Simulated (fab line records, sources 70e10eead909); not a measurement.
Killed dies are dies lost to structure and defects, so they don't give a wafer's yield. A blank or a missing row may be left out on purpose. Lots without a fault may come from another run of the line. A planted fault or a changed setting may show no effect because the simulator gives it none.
Which tool did it? | flow nand_harc | 6 lots, 18 wafers sampled, at 3 steps of a route of 1302

WHAT THE GAUGES READ, wafer by wafer
NHARC_A_SGD_CUT_CD_MEAS_09: target cd 100 nm.
lot  | measured     | on        | cd_nm (nm)
L239 | day 20 15:51 | cd_sem-01 | 100.5 99.8 100.1
L241 | day 22 07:10 | cd_sem-02 | 100.5 99.3 99.4
L245 | day 22 22:26 | cd_sem-02 | 99.5 99.5 100.3
L251 | day 25 17:28 | cd_sem-02 | 99.4 100.4 100.9
L255 | day 27 01:21 | cd_sem-03 | 100.5 101.1 101.2
L257 | day 28 14:05 | cd_sem-02 | 100.1 100.3 100.8

WHICH TOOL RAN EACH LOT (tool, then ch and the chambers of the sampled wafers, then the start)
lot  | NHARC_A_STAIRCASE_ETCH_444         | NHARC_A_SGD_CUT_SOFTBAKE_04
L239 | rie_diel-02 ch 0,1, day 20 08:31   | litho_track-04 ch 0, day 20 15:00
L241 | rie_diel-02 ch 1,2, day 21 23:20   | litho_track-06 ch 0, day 22 06:00
L245 | rie_diel-02 ch 0,2, day 22 14:43   | litho_track-06 ch 0, day 22 21:00
L251 | rie_diel-09 ch 1,2,3, day 25 09:43 | litho_track-01 ch 0, day 25 17:00
L255 | rie_diel-02 ch 0,1, day 26 17:30   | litho_track-04 ch 0, day 27 00:00
L257 | rie_diel-09 ch 0,1,3, day 28 06:44 | litho_track-06 ch 0, day 28 13:00
- NHARC_A_STAIRCASE_ETCH_444: etches the open film in C4F8/O2, target depth 20400 nm, time 6800 s.
- NHARC_A_SGD_CUT_SOFTBAKE_04: time 55 s.

THE ANSWER, worked out from the rows above alone
Rule: what is usual is taken from the lots themselves. Put in order of their means at a reading, lots are off if they are a third of the lots or fewer, leave a main group of 4 or more, and stand apart from it by a gap of 3 or more times the standard deviation of the main group's means; of several such gaps the widest counts. A main group whose means are all the same, to the digits that the tables above print for the reading, isn't used. A lot without any number at a reading at which 4 lots or more have one is off too. The other lots that the step has rows for count as sound.
No lot is off at any reading shown: from this, nothing can be told.

WHAT THE SIMULATOR HAD PUT IN
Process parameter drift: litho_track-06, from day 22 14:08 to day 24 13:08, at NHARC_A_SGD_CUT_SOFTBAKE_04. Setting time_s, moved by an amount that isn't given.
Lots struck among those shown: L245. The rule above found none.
